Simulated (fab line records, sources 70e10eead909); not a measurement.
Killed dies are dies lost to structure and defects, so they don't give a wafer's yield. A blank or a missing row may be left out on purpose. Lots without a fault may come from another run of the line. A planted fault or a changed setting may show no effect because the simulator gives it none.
Chamber matching | flow nand_harc | NHARC_A_SGD_CUT_ETCHBACK_24 on rie_diel-09: 4 sister chambers
The step etches the open film in CH3F/O2, target depth 50 nm, time 92.857 s. 8 wafers are shown with their chamber, then 7 later ones without.

WAFERS WITH THEIR CHAMBER
wafer  | chamber | showerhead_plenum_p_Torr (Torr) | rf_vpp_V (V)
L941.4 | 0       | 2.37                            | 243.5
L949.5 | 2       | 2.54                            | 244.8
L949.6 | 3       | 2.30                            | 241.6
L951.2 | 1       | 2.55                            | 245.2
L951.3 | 3       | 2.30                            | 242.7
L951.4 | 2       | 2.54                            | 246.9
L954.2 | 0       | 2.36                            | 242.8
L954.3 | 1       | 2.55                            | 245.2

WAFERS WITHOUT THEIR CHAMBER
wafer  | showerhead_plenum_p_Torr (Torr) | rf_vpp_V (V)
L954.5 | 2.30                            | 243.2
L956.3 | 2.55                            | 246.3
L956.4 | 2.36                            | 243.8
L956.6 | 2.37                            | 243.8
L957.4 | 2.30                            | 242.1
L957.5 | 2.55                            | 245.3
L957.6 | 2.54                            | 244.4

WHICH CHAMBER EACH WENT THROUGH
wafer  | from the rows above     | in truth
L954.5 | 3                       | 3
L956.3 | can't be placed: 1 or 2 | 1
L956.4 | 0                       | 0
L956.6 | 0                       | 0
L957.4 | 3                       | 3
L957.5 | 1                       | 1
L957.6 | can't be placed: 2 or 1 | 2
Placed correctly: 5 of 7. Can't be placed from these rows: 2 (the true chamber is among the candidates in 2). Placed wrongly: 0.
How it was worked out, from the rows above alone: a wafer's distance from a chamber is the root of the sum, over the readings, of the square of ((its reading less the chamber's mean) divided by the reading's scatter). The wafer belongs to the nearest chamber; if the next one is less than 2 further off, it can't be placed. A chamber's mean is the mean of its shown wafers. The scatter: the root of (the sum of the squares of (reading less its chamber's mean) over the shown wafers, divided by (wafers less chambers)).
